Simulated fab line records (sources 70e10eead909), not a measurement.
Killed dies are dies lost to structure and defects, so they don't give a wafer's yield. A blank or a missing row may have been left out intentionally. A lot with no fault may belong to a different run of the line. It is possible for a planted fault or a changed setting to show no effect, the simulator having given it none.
Chamber matching ; flow nand-harc ; NHARC_A_M1_PRE_CLEAN_32 on pecvd-02 has 3 sister chambers
The step time 12 s. 27 wafers are shown with their chamber, then 12 later ones without.

## WAFERS WITH THEIR CHAMBER
wafer;chamber;heater-power-w (W)
L076.2;0;679
L076.3;2;630
L076.6;1;538
L075.2;2;598
L075.4;1;554
L075.6;0;654
L074.1;1;601
L074.2;2;635
L074.3;0;625
L077.4;1;586
L077.5;0;668
L077.6;2;611
L080.3;1;625
L080.4;0;663
L080.5;1;621
L084.1;0;685
L084.3;1;546
L084.6;2;674
L086.4;1;548
L086.5;2;664
L086.6;0;653
L088.2;0;627
L088.4;2;653
L088.5;1;488
L089.1;0;624
L089.3;1;549
L089.6;1;562

SIGNATURES (means of the wafers above)
reading;chamber 0;chamber 1;chamber 2;scatter within a chamber
heater-power-w;653.11;565.27;637.86;32.3
Rule: for a wafer and a chamber, the distance is found by dividing, reading by reading, the gap between the wafer's reading and the chamber's mean by the reading's scatter, squaring, summing and taking the root. The wafer belongs to the nearest chamber; if the next one is less than 2 further off, it can't be placed. The scatter is the square root of a quotient: the sum, over the shown wafers, of each reading's squared deviation from its chamber's mean, divided by wafers minus chambers.

## WAFERS WHOSE CHAMBER IS MISSING
wafer;heater-power-w (W)
L091.2;662
L091.3;676
L091.5;677
L093.1;468
L093.3;625
L093.5;476
L094.2;699
L094.4;675
L094.6;553
L097.2;566
L097.3;660
L097.4;671

## CHAMBER TAKEN BY EACH
wafer;from the rows above;in truth
L091.2;can't be placed: 0 or 2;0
L091.3;can't be placed: 0 or 2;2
L091.5;can't be placed: 0 or 2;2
L093.1;1;1
L093.3;can't be placed: 2 or 0 or 1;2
L093.5;1;1
L094.2;can't be placed: 0 or 2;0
L094.4;can't be placed: 0 or 2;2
L094.6;1;1
L097.2;1;1
L097.3;can't be placed: 0 or 2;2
L097.4;can't be placed: 0 or 2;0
4 of 12 placed correctly. Can't be placed from these rows: 8 (the true chamber is among the candidates in 8). Number placed wrongly: 0.
